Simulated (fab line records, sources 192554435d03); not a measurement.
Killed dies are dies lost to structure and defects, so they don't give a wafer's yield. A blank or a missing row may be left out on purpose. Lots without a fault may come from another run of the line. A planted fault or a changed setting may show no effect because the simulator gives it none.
Split-lot experiment | flow n5_finfet | 7 lots, 39 wafers read, on a route of 1938 steps

THE SPLIT
At N5_HKMG_FIN_ETCH_55 (etches SOC in N2/H2, target depth 240 nm, time 300 s), the setting time_s was moved away from the recipe's 300 s on 18 of the 39 wafers read, by -18.1% to +20.3%. The other wafers ran this setting at the recipe's value.

The reading is taken at the split's own step.

THE READING
SiARC_of_HKMG_FIN_COAT_42.thk_nm (the simulator's own value, which no gauge read), in nm, at N5_HKMG_FIN_ETCH_55 (etches SOC in N2/H2, target depth 240 nm, time 300 s). The file gives no usual value for it. The 21 wafers here that ran the recipe average 21.1 nm, standard deviation 0.45 nm.

wafer  | tool, chamber at the split | time_s as run, s | against the recipe | SiARC_of_HKMG_FIN_COAT_42.thk_nm, nm | against lot-mates on the recipe
L078.1 | rie_diel-04, 0             | 245.8            | -18.1%             | 23.2                                 | +2.0
L078.2 | rie_diel-04, 3             | 300              | recipe             | 20.8                                 | -
L078.3 | rie_diel-04, 2             | 245.8            | -18.1%             | 24                                   | +2.8
L078.4 | rie_diel-04, 1             | 300              | recipe             | 21.2                                 | -
L078.5 | rie_diel-04, 1             | 245.8            | -18.1%             | 23.8                                 | +2.6
L078.6 | rie_diel-04, 2             | 300              | recipe             | 21.6                                 | -
L082.2 | rie_diel-04, 1             | 300              | recipe             | 21                                   | -
L082.3 | rie_diel-04, 0             | 300              | recipe             | 20.6                                 | -
L082.6 | rie_diel-04, 3             | 300              | recipe             | 20.6                                 | -
L084.1 | rie_diel-04, 2             | 273.6            | -8.8%              | 22.8                                 | +1.7
L084.2 | rie_diel-04, 1             | 273.6            | -8.8%              | 22.8                                 | +1.7
L084.3 | rie_diel-04, 3             | 300              | recipe             | 21.2                                 | -
L084.4 | rie_diel-04, 0             | 273.6            | -8.8%              | 22.2                                 | +1.1
L084.5 | rie_diel-04, 0             | 300              | recipe             | 21                                   | -
L084.6 | rie_diel-04, 3             | 300              | recipe             | 21                                   | -
L087.1 | rie_diel-04, 3             | 330.2            | +10.1%             | 20                                   | -1.7
L087.2 | rie_diel-04, 0             | 330.2            | +10.1%             | 19.8                                 | -1.9
L087.3 | rie_diel-04, 2             | 300              | recipe             | 22                                   | -
L087.4 | rie_diel-04, 1             | 300              | recipe             | 21.8                                 | -
L087.5 | rie_diel-04, 2             | 330.2            | +10.1%             | 20.8                                 | -0.9
L087.6 | rie_diel-04, 1             | 300              | recipe             | 21.4                                 | -
L088.1 | rie_diel-03, 2             | 300              | recipe             | 20.8                                 | -
L088.2 | rie_diel-03, 0             | 360.9            | +20.3%             | 17.6                                 | -3.3
L088.3 | rie_diel-03, 1             | 360.9            | +20.3%             | 18.8                                 | -2.1
L088.4 | rie_diel-03, 0             | 360.9            | +20.3%             | 17.6                                 | -3.3
L088.5 | rie_diel-03, 2             | 300              | recipe             | 20.6                                 | -
L088.6 | rie_diel-03, 1             | 300              | recipe             | 21.4                                 | -
L092.1 | rie_diel-02, 0             | 246.7            | -17.8%             | 24                                   | +3.0
L092.2 | rie_diel-02, 2             | 246.7            | -17.8%             | 24                                   | +3.0
L092.3 | rie_diel-02, 1             | 300              | recipe             | 21                                   | -
L092.4 | rie_diel-02, 3             | 300              | recipe             | 20.4                                 | -
L092.5 | rie_diel-02, 1             | 246.7            | -17.8%             | 23.6                                 | +2.6
L092.6 | rie_diel-02, 0             | 300              | recipe             | 21.6                                 | -
L096.1 | rie_diel-03, 2             | 300              | recipe             | 20.8                                 | -
L096.2 | rie_diel-03, 3             | 264.2            | -11.9%             | 23.4                                 | +2.3
L096.3 | rie_diel-03, 0             | 300              | recipe             | 20.6                                 | -
L096.4 | rie_diel-03, 1             | 264.2            | -11.9%             | 23.2                                 | +2.1
L096.5 | rie_diel-03, 3             | 300              | recipe             | 21.8                                 | -
L096.6 | rie_diel-03, 2             | 264.2            | -11.9%             | 22.6                                 | +1.5

THE FIT
A straight line over all 39 wafers: SiARC_of_HKMG_FIN_COAT_42.thk_nm changes by -0.147 nm for each +1% of time_s; r = -0.96; the points scatter about the line by 0.47 nm.
The same after taking each lot's own level away (the mean of its wafers on the recipe; 39 wafers): -0.15 nm for each +1%; r = -0.97; scatter 0.39 nm.
On that fit, the largest move of time_s shifts the reading by 3.1 nm.
The lots' own levels span 20.73 to 21.73 nm, that is 2.2 times the standard deviation above.
So the lot-to-lot level changes the slope little: the two slopes agree.
Check: with one of the wafers moved furthest among these (+20.3%) left out of the fit, the line predicts -2.96 nm for it against its lot-mates. It came out at -3.33 nm against them.

OTHER SPLITS ON THESE WAFERS
These wafers also went through other splits before the reading. Each is held against what the fit with the lots' levels taken away leaves over:
other split on the same wafers  | wafers away from the commonest value | r with SiARC_of_HKMG_FIN_COAT_42.thk_nm (lot level and that fit taken away)
N5_WELL_APT_EXPOSE_05 dose_mj   | 6                                    | +0.11
N5_DUMMY_GATE_EXPOSE_12 dose_mj | 18                                   | +0.03
N5_DUMMY_GATE_ETCH_32 time_s    | 12                                   | -0.11
N5_DUMMY_GATE_ETCH_42 bias_w    | 15                                   | -0.10

THE WHOLE CHAIN: every reading that the file lists as answering this split, in the file's order
step                | what it does                                         | reading                                                                           | change (the file's fit)               | r (the file's)
N5_HKMG_FIN_ETCH_55 | etches SOC in N2/H2, target depth 240 nm, time 300 s | HKMG_FIN.feature_depth_nm (the simulator's own value, which no gauge read)        | +2.56 nm for each +1% of the setting  | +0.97
N5_HKMG_FIN_ETCH_55 | etches SOC in N2/H2, target depth 240 nm, time 300 s | etch.depth_nm (the simulator's own value, which no gauge read)                    | +2.56 nm for each +1% of the setting  | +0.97
N5_HKMG_FIN_ETCH_55 | etches SOC in N2/H2, target depth 240 nm, time 300 s | SiARC_of_HKMG_FIN_COAT_42.thk_nm (the simulator's own value, which no gauge read) | -0.151 nm for each +1% of the setting | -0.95

THE FILE'S OWN FIT
SiARC_of_HKMG_FIN_COAT_42.thk_nm changes by -0.151 nm for each +1% of time_s, r = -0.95.
